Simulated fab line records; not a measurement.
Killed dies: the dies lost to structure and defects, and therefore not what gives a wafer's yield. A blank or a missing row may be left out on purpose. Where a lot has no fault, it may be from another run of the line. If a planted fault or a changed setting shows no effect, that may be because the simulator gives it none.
A lot that was struck, set against a sound lot / flow n5-finfet / 36 steps out of a route of 1938
Sound: the wafers L101.2, L101.3, L101.4. Struck: wafer L104.5. (L104.2, L104.4 of the same lot were not struck and are left out.) The cause comes at the end.
Per side, at each step with rows, come the tool, then ch with its chambers, and then its first start. Under that, the readings that differ: sound wafers / struck wafers / difference of the means / sigmas: that difference in standard deviations of wafers without a fault.
alike: same words and numbers on both sides, and readings whose means sit less than 2 such deviations apart. not compared: any withheld reading, any reading some wafer has no value for, any bound like >300 that may hide the same value, and any number with overlapping values for which the record gives no deviation.
The two part at a step that has a row with sigmas, a row that says differs or no value, or rows on one side only. Numbers that have no deviation but don't overlap get no sigmas and don't part them. A reading that every wafer of one side lacks parts them only if that side has two wafers or more.

first, 9 steps without rows for these wafers: N5_BEOL_M4_ANNEAL_95 (time 240 s); N5_BEOL_M4_SPUTTER_96 (material Cu, target thk 4.5 nm, time 8.29 s); N5_BEOL_M4_ECD_50 (material Cu, target thk 300 nm); N5_BEOL_M4_ANNEAL_51 (time 90 s); N5_BEOL_M4_CMP_52 (polishes, stops on SiOC, t overpolish 6.8 s, target thk 40 nm); N5_BEOL_M4_PRE_CLEAN_60 (time 15 s); N5_BEOL_M4_CO_CAP_55 (material Co, precursor CCTBA/H2, target thk 2 nm, time 102.1 s); N5_BEOL_M4_PRE_CLEAN_56 (time 15 s); N5_BEOL_M4_DEP_57 (deposits SiCN from 3MS/NH3, target thk 8 nm, time 14 s).
N5_BEOL_M4_RC_MEAS_101:
  sound on prober-02 ch 0, day 10 06:40; struck on prober-01 ch 0, day 11 13:24
  alike: DIBL_N, DIBL_P, IOFF_N, IOFF_P, ION_N, ION_P, SS_N, SS_P, VT_N, VT_P
then, 24 steps without rows for these wafers: N5_BEOL_M5_ILD_DEP_00 (deposits SiCOH lowk from DEMS/porogen, target thk 140.64 nm, time 25.9 s); N5_BEOL_M5_CURE_79 (cures SiCOH lowk, time 240 s); N5_BEOL_M5_PECVD_70 (deposits SiO2 from TEOS/O2, target thk 16 nm, time 18 s); N5_BEOL_M5_HM_DEP_02 (deposits TiN, target thk 20 nm); N5_BEOL_M5_COAT_59 (time 60 s, resist thk 60 nm); N5_BEOL_M5_COAT_60 (time 60 s, resist thk 12 nm); N5_BEOL_M5_COAT_71 (time 60 s, resist thk 5 nm); N5_BEOL_M5_COAT_05 (resist thk 30 nm); N5_BEOL_M5_EBR_07; N5_BEOL_M5_SOFTBAKE_06 (time 60 s); N5_BEOL_M5_EXPOSE_08 (exposes mask M5, target cd 28 nm); N5_BEOL_M5_PEB_09 (peb time 60 s); N5_BEOL_M5_DEVELOP_10 (develop time 30 s); N5_BEOL_M5_DESCUM_16 (chemistry O2, time 7 s); N5_BEOL_M5_ETCH_72 (etches underlayer in N2/H2, target depth 6.5 nm, time 5.2 s); N5_BEOL_M5_ETCH_61 (etches SiARC in CF4, target depth 15.6 nm, time 26 s); N5_BEOL_M5_ETCH_62 (etches SOC in N2/H2, target depth 75 nm, overetch 15 nm, time 112.5 s); N5_BEOL_M5_STRIP_63 (strips in N2/H2); N5_BEOL_M5_STRIP_73 (strips in N2/H2); N5_BEOL_M5_STRIP_64 (strips in CF4); N5_BEOL_M5_HM_OPEN_17 (chemistry Cl2/BCl3, target TiN, target depth 20 nm, overetch 6 nm); N5_BEOL_M5_STRIP_19 (strips in O2); N5_BEOL_M5_COAT_65 (time 60 s, resist thk 60 nm); N5_BEOL_M5_COAT_66 (time 60 s, resist thk 12 nm).
-- the record jumps here: 4 days lie between the struck wafers' starts before and after (it left off in module BEOL_M5 and takes up again in module PASSIVATION, whose first step shown is number 1915 of the route) --
N5_PASSIVATION_PECVD_53: deposits SiO2 from TEOS/O2, target thk 800 nm, time 169.4 s.
  sound on pecvd-04 ch 0,1, day 14 20:26; struck on pecvd-04 ch 2, day 15 13:12
reading=run-length-s (s); sound=198.5 198.3 197.1; struck=320.6; difference=+122.6; sigmas=+99 or more
reading=model.SiO2_of_PASSIVATION_PECVD_53.thk-nm (nm); sound=768.8 787 802; struck=1377; difference=+591; sigmas=
N5_PASSIVATION_PROBE_49:
  sound on prober-02 at day 15 00:24; struck on prober-02 at day 15 17:49
reading=defect-limited-yield (%); sound=91.3 92.5 94.1; struck=0; difference=-93; sigmas=-66
reading=killed-at-other; sound=4 5 0; struck=1075; difference=+1072; sigmas=+99 or more
reading=killed-dies; sound=103 88 70; struck=1180; difference=+1093; sigmas=+64
reading=killed-on-rim; sound=10 14 10; struck=152; difference=+141; sigmas=+36
reading=sort_bin_5_function (%); sound=5.0 4.4 3.5; struck=95.9; difference=+91.6; sigmas=+96
reading=sort-n-pass; sound=1077 1092 1110; struck=0; difference=-1093; sigmas=-64
reading=sort-yield-pct (%); sound=91.3 92.5 94.1; struck=0; difference=-93; sigmas=-62
  alike: killed_at_M0_to_M3, killed_at_M4_up, killed-at-contacts, killed-at-front-end, killed-open, killed-short, sort_bin_4_leakage, sort_bin_6_memory

WHERE THEY PART
Earliest at N5_PASSIVATION_PECVD_53; latest, in this record, at N5_PASSIVATION_PROBE_49.

WHY: what had been put in by the simulator
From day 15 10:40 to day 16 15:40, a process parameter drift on pecvd-04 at N5_PASSIVATION_PECVD_53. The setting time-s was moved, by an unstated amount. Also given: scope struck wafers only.
